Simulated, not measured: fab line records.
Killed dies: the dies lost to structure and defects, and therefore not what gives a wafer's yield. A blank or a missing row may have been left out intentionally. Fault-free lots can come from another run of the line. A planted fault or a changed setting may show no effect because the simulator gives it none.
What tool caused it? | flow n5_finfet | 24 wafers sampled from 8 lots at 1 step of a route of 1938

== WHAT THE GAUGES SHOWED, per wafer ==
N5_BEOL_M4_RC_MEAS_101.
lot  | measured     | on        | DIBL_N (mV/V)
L888 | day 8 13:11  | prober-02 | 34.3 34.6 33.5
L891 | day 9 08:35  | prober-02 | 35.7 35.7 35.1
L893 | day 10 02:28 | prober-02 | 33.7 35.1 33.6
L896 | day 10 20:56 | prober-02 | 37.6 37.1 36.1
L900 | day 11 16:05 | prober-01 | 35.6 35.8 37.4
L899 | day 11 20:35 | prober-01 | 36.5 36.3 35.8
L901 | day 11 21:49 | prober-01 | 35.0 34.2 34.6
L904 | day 12 11:26 | prober-01 | 35.3 34.3 34.0

== TOOL THAT RAN EACH LOT (tool first, then ch and the chambers of the sampled wafers, then the start) ==
No process step before these readings appears in the record.

== THE ANSWER, worked out from the rows above alone ==
Rule: the usual values come from the lots themselves. The widest of any qualifying gaps counts: lots, ordered by their means at a reading, are off when they make up no more than a third of the lots, leave a main group of 4 or more, and stand apart from it by 3 or more times the standard deviation of that group's means. A main group whose means are all the same, to the digits that the tables above print for the reading, isn't used. Also off: a lot with no number at a reading for which 4 or more lots have one. All remaining lots with rows at the step are treated as sound.
No lot is off at any reading shown: from this, nothing can be told.

== WHAT THE SIMULATOR PUT IN ==
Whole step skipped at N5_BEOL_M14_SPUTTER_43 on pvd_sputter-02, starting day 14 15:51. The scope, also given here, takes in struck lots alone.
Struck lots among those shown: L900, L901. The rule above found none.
